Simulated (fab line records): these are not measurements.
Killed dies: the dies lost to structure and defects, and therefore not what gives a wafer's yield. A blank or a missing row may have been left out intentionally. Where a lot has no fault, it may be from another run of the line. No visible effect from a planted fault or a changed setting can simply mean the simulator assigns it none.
Chamber matching -- flow n5 finfet -- N5_BEOL_M8_CURE_74 on uv cure-01 has 3 sister chambers
The step cures SiCOH lowk, time 240 s. 3 wafers are shown with their chamber, then 8 later ones without.

EACH WAFER AND ITS CHAMBER
wafer,chamber,wafer_temp_C_max
L075.6,2,386.1
L076.6,1,386.9
L086.1,0,387.0

WAFERS WITH NO CHAMBER GIVEN
wafer,wafer_temp_C_max
L086.2,386.9
L086.3,387.1
L089.1,386.4
L089.3,386.9
L089.6,386.4
L091.4,386.4
L091.5,386.3
L091.6,386.1

CHAMBER TAKEN BY EACH
wafer,from the rows above,in truth
L086.2,can't be placed: 1 or 0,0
L086.3,can't be placed: 0 or 1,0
L089.1,can't be placed: 2 or 1 or 0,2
L089.3,can't be placed: 1 or 0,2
L089.6,can't be placed: 2 or 1 or 0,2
L091.4,can't be placed: 2 or 1 or 0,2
L091.5,2,2
L091.6,2,2
Correctly placed: 2 of 8. Cannot be placed on the basis of these rows: 6; the candidates contain the true chamber in 5. 0 placed wrongly.
How it was worked out, from the rows above alone: a wafer's distance from a chamber is the root of the sum, over the readings, of the square of ((its reading less the chamber's mean) divided by the reading's scatter). The wafer belongs to the nearest chamber; if the next one is less than 2 further off, it can't be placed. A chamber's mean is the mean of its shown wafers. The scatter: root of mean squared gap, hidden wafer to nearest shown wafer, with one shown wafer a chamber.
